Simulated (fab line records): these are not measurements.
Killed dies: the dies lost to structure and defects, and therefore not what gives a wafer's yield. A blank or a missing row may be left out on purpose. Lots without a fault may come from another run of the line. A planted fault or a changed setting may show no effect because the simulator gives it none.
The tool behind it: which one? -- flow nand harc -- 24 lots, 72 wafers sampled, at 5 steps of a route of 1302

WHAT THE GAUGES SHOWED, per wafer
NHARC_A_WL_FILL_INSPECT_15.
lot,measured,on,raw defect count
L075,day 20 21:38,defect inspect-02,362 415 415
L074,day 21 12:06,defect inspect-01,327 355 295
L076,day 21 22:08,defect inspect-01,366 493 485
L077,day 22 06:19,defect inspect-01,402 492 676
L079,day 22 15:55,defect inspect-02,367 391 377
L078,day 22 15:37,defect inspect-02,446 430 335
L082,day 24 06:01,defect inspect-02,469 358 647
L081,day 24 06:11,defect inspect-01,420 413 533
L080,day 24 08:44,defect inspect-02,477 442 478
L083,day 24 15:13,defect inspect-01,369 316 454
L084,day 26 00:34,defect inspect-01,380 397 490
L085,day 26 10:18,defect inspect-01,442 431 474
L087,day 26 10:27,defect inspect-01,403 395 371
L086,day 26 10:09,defect inspect-02,429 423 372
L089,day 27 01:02,defect inspect-02,457 454 502
L088,day 27 04:33,defect inspect-02,433 538 388
L092,day 27 18:19,defect inspect-02,354 438 498
L090,day 27 20:57,defect inspect-01,392 404 689
L091,day 28 04:12,defect inspect-01,517 436 542
L093,day 29 13:39,defect inspect-01,448 374 574
L095,day 29 18:14,defect inspect-01,585 465 474
L094,day 29 21:59,defect inspect-02,393 355 511
L097,day 29 21:59,defect inspect-01,590 559 596
L096,day 30 13:16,defect inspect-02,405 389 441

NHARC_A_CONTACT_INSPECT_44.
lot,measured,on,raw defect count
L075,day 21 03:35,defect inspect-01,98 115 91
L074,day 21 22:43,defect inspect-01,17 16 15
L076,day 22 03:47,defect inspect-02,55 63 71
L077,day 22 12:04,defect inspect-01,118 120 107
L079,day 23 02:16,defect inspect-02,64 68 50
L078,day 23 01:17,defect inspect-02,107 91 104
L082,day 24 11:50,defect inspect-01,28 28 27
L081,day 24 12:52,defect inspect-01,118 106 124
L080,day 24 15:50,defect inspect-02,134 117 119
L083,day 24 21:03,defect inspect-01,109 95 121
L084,day 26 06:17,defect inspect-02,74 69 74
L085,day 26 17:44,defect inspect-01,122 127 107
L087,day 26 20:09,defect inspect-02,57 51 44
L086,day 26 15:54,defect inspect-02,109 103 127
L089,day 27 08:37,defect inspect-02,145 144 145
L088,day 27 13:04,defect inspect-02,17 18 16
L092,day 28 00:01,defect inspect-02,101 120 97
L090,day 28 04:11,defect inspect-01,75 56 57
L091,day 28 09:53,defect inspect-01,111 114 99
L093,day 29 19:26,defect inspect-02,78 69 70
L095,day 30 00:09,defect inspect-01,77 66 70
L094,day 30 05:02,defect inspect-02,32 38 35
L097,day 30 04:26,defect inspect-01,92 90 85
L096,day 30 23:10,defect inspect-01,104 106 107

EACH LOT AND THE TOOL THAT RAN IT (in order: tool; ch and the chambers of the sampled wafers; start)
lot,NHARC_A_WL_FILL_RTA_01,NHARC_A_WL_FILL_ALD_19,NHARC_A_WL_FILL_CMP_12
L075,"rtp anneal-01 ch 0, day 20 03:26","ald metal-03 ch 0,1,3, day 20 20:46","cmp-03 ch 0,1,2, day 20 21:08"
L074,"rtp anneal-01 ch 0, day 20 17:49","ald metal-02 ch 0,1, day 21 11:12","cmp-04 ch 0,1,2, day 21 11:38"
L076,"rtp anneal-02 ch 0, day 21 04:12","ald metal-01 ch 0,1,2, day 21 21:21","cmp-03 ch 1,2, day 21 21:42"
L077,"rtp anneal-02 ch 0, day 21 12:25","ald metal-01 ch 0,1,3, day 22 05:30","cmp-01 ch 0,3, day 22 05:52"
L079,"rtp anneal-02 ch 0, day 21 20:44","ald metal-02 ch 1,3, day 22 14:37","cmp-01 ch 0,3, day 22 15:26"
L078,"rtp anneal-01 ch 0, day 21 20:56","ald metal-03 ch 1,2,3, day 22 14:38","cmp-01 ch 0,1,3, day 22 15:11"
L082,"rtp anneal-02 ch 0, day 23 09:52","ald metal-01 ch 0,1,2, day 24 04:49","cmp-01 ch 0,2,3, day 24 05:33"
L081,"rtp anneal-02 ch 0, day 23 10:02","ald metal-02 ch 1,2,3, day 24 04:46","cmp-04 ch 1,2,3, day 24 05:43"
L080,"rtp anneal-01 ch 0, day 23 14:33","ald metal-03 ch 1,2, day 24 07:44","cmp-01 ch 0,2,3, day 24 08:18"
L083,"rtp anneal-02 ch 0, day 23 19:53","ald metal-01 ch 0,1,2, day 24 14:20","cmp-04 ch 0,2,3, day 24 14:45"
L084,"rtp anneal-01 ch 0, day 25 05:43","ald metal-01 ch 2,3, day 25 23:44","cmp-03 ch 2,3, day 26 00:06"
L085,"rtp anneal-02 ch 0, day 25 14:10","ald metal-02 ch 1,2,3, day 26 09:20","cmp-03 ch 0,1,3, day 26 09:53"
L087,"rtp anneal-01 ch 0, day 25 14:12","ald metal-01 ch 1,2, day 26 09:18","cmp-03 ch 0,1,3, day 26 09:59"
L086,"rtp anneal-01 ch 0, day 25 18:01","ald metal-03 ch 0,1,3, day 26 09:19","cmp-03 ch 1,3, day 26 09:41"
L089,"rtp anneal-01 ch 0, day 26 06:06","ald metal-01 ch 0,2, day 27 00:07","cmp-01 ch 0,1,3, day 27 00:34"
L088,"rtp anneal-01 ch 0, day 26 11:06","ald metal-02 ch 0,2,3, day 27 03:45","cmp-01 ch 0,2,3, day 27 04:05"
L092,"rtp anneal-01 ch 0, day 26 22:01","ald metal-02 ch 0,2, day 27 17:13","cmp-01 ch 1,2,3, day 27 17:53"
L090,"rtp anneal-01 ch 0, day 27 01:50","ald metal-01 ch 0,1, day 27 19:45","cmp-03 ch 0,2,3, day 27 20:29"
L091,"rtp anneal-01 ch 0, day 27 10:46","ald metal-02 ch 0,1,2, day 28 03:22","cmp-04 ch 0,2, day 28 03:45"
L093,"rtp anneal-01 ch 0, day 28 17:14","ald metal-01 ch 0,2,3, day 29 12:49","cmp-01 ch 0,1,2, day 29 13:11"
L095,"rtp anneal-02 ch 0, day 29 00:11","ald metal-02 ch 0,2, day 29 17:23","cmp-03 ch 0,2, day 29 17:46"
L094,"rtp anneal-01 ch 0, day 29 04:35","ald metal-02 ch 0,1,2, day 29 21:08","cmp-03 ch 0,2,3, day 29 21:31"
L097,"rtp anneal-02 ch 0, day 29 04:48","ald metal-03 ch 0,1, day 29 21:07","cmp-01 ch 0,1,3, day 29 21:32"
L096,"rtp anneal-02 ch 0, day 29 19:37","ald metal-03 ch 0,2,3, day 30 12:28","cmp-01 ch 1,2,3, day 30 12:50"
- NHARC_A_WL_FILL_RTA_01: time 5 s.
- NHARC_A_WL_FILL_ALD_19: deposits TiN, target thk 2 nm, pulse time 3 s, ald cycles 100.
- NHARC_A_WL_FILL_CMP_12: polishes, t overpolish 30 s, target thk 100 nm.

AS READ BY THE TOOLS THEMSELVES (means over the sampled wafers that have a number; for cases with no such wafer, the mark the record gives instead)
NHARC_A_WL_FILL_RTA_01.
lot,tool,anneal temp c max,lamp power pct (%),lamp_zone_7_pct (%),wafer_temp_C_max
L075,rtp anneal-01,1005.8,36,37,1007.5
L074,rtp anneal-01,1006.0,37,37,1006.8
L076,rtp anneal-02,1006.7,26,27,1005.8
L077,rtp anneal-02,1006.2,26,27,1005.1
L079,rtp anneal-02,1006.0,26,27,1005.2
L078,rtp anneal-01,1006.3,36,37,1006.1
L082,rtp anneal-02,1007.6,26,27,1006.1
L081,rtp anneal-02,1005.9,26,27,1005.2
L080,rtp anneal-01,1006.1,37,37,1005.1
L083,rtp anneal-02,1006.4,26,27,1004.5
L084,rtp anneal-01,1005.3,36,37,1007.9
L085,rtp anneal-02,1007.6,26,27,1005.0
L087,rtp anneal-01,1006.0,37,37,1005.9
L086,rtp anneal-01,1005.7,36,37,1006.6
L089,rtp anneal-01,1004.6,37,37,1005.7
L088,rtp anneal-01,1004.9,37,37,1005.6
L092,rtp anneal-01,1005.8,36,37,1007.8
L090,rtp anneal-01,1005.6,36,37,1005.2
L091,rtp anneal-01,1005.8,36,37,1006.5
L093,rtp anneal-01,1006.9,36,37,1006.0
L095,rtp anneal-02,1006.6,26,27,1005.7
L094,rtp anneal-01,1005.7,37,37,1006.4
L097,rtp anneal-02,1007.1,26,27,1005.3
L096,rtp anneal-02,1006.5,26,27,1007.0

NHARC_A_WL_FILL_ALD_19.
lot,tool,heater power w (W),precursor pulse height rel
L075,ald metal-03,1042,1.004
L074,ald metal-02,1177,0.983
L076,ald metal-01,1102,0.996
L077,ald metal-01,1046,0.992
L079,ald metal-02,1129,0.986
L078,ald metal-03,1062,0.996
L082,ald metal-01,1078,0.994
L081,ald metal-02,1163,0.978
L080,ald metal-03,1121,1.013
L083,ald metal-01,1084,1.012
L084,ald metal-01,1150,0.993
L085,ald metal-02,1174,0.999
L087,ald metal-01,1150,1.001
L086,ald metal-03,1070,0.986
L089,ald metal-01,1067,0.995
L088,ald metal-02,1141,1.013
L092,ald metal-02,1177,1.010
L090,ald metal-01,1030,0.996
L091,ald metal-02,1226,1.000
L093,ald metal-01,1113,0.994
L095,ald metal-02,1181,1.008
L094,ald metal-02,1229,1.019
L097,ald metal-03,1091,1.002
L096,ald metal-03,1058,1.003

NHARC_A_WL_FILL_CMP_12.
lot,tool,motor current A (A),overpolish run s (s),time to endpoint s (s)
L075,cmp-03,11.4,29.994,17
L074,cmp-04,11.8,29.998,17
L076,cmp-03,11.4,30.006,18
L077,cmp-01,13.2,30.004,19
L079,cmp-01,12.3,30.005,18
L078,cmp-01,13.3,30.001,17
L082,cmp-01,12.5,29.998,14
L081,cmp-04,12.9,29.989,20
L080,cmp-01,12.3,30.000,17
L083,cmp-04,11.3,29.999,20
L084,cmp-03,10.5,29.999,18
L085,cmp-03,11.2,29.994,24
L087,cmp-03,11.4,30.000,24
L086,cmp-03,11.2,29.991,22
L089,cmp-01,13.3,29.997,20
L088,cmp-01,12.6,29.992,17
L092,cmp-01,11.8,29.991,21
L090,cmp-03,10.7,30.005,20
L091,cmp-04,10.4,30.007,20
L093,cmp-01,13.2,29.995,17
L095,cmp-03,11.4,29.991,22
L094,cmp-03,11.1,30.003,21
L097,cmp-01,13.5,29.998,19
L096,cmp-01,12.5,29.988,20

THE ANSWER, worked out from the rows above alone
Rule: the usual values come from the lots themselves. Put in order of their means at a reading, lots are off if they are a third of the lots or fewer, leave a main group of 4 or more, and stand apart from it by a gap of 3 or more times the standard deviation of the main group's means; of several such gaps the widest counts. A main group whose means are all the same, to the digits that the tables above print for the reading, isn't used. Also off: a lot with no number at a reading for which 4 or more lots have one. All remaining lots with rows at the step are treated as sound. First the gauges in route order, then the tools' own readings, where a lot's mean is used as printed above. At the first step where some lot is off, the reading lying furthest off is the one used; lots without a number count as furthest.
None of the lots is off at any reading shown; this tells nothing.

WHAT HAD BEEN PUT IN BY THE SIMULATOR
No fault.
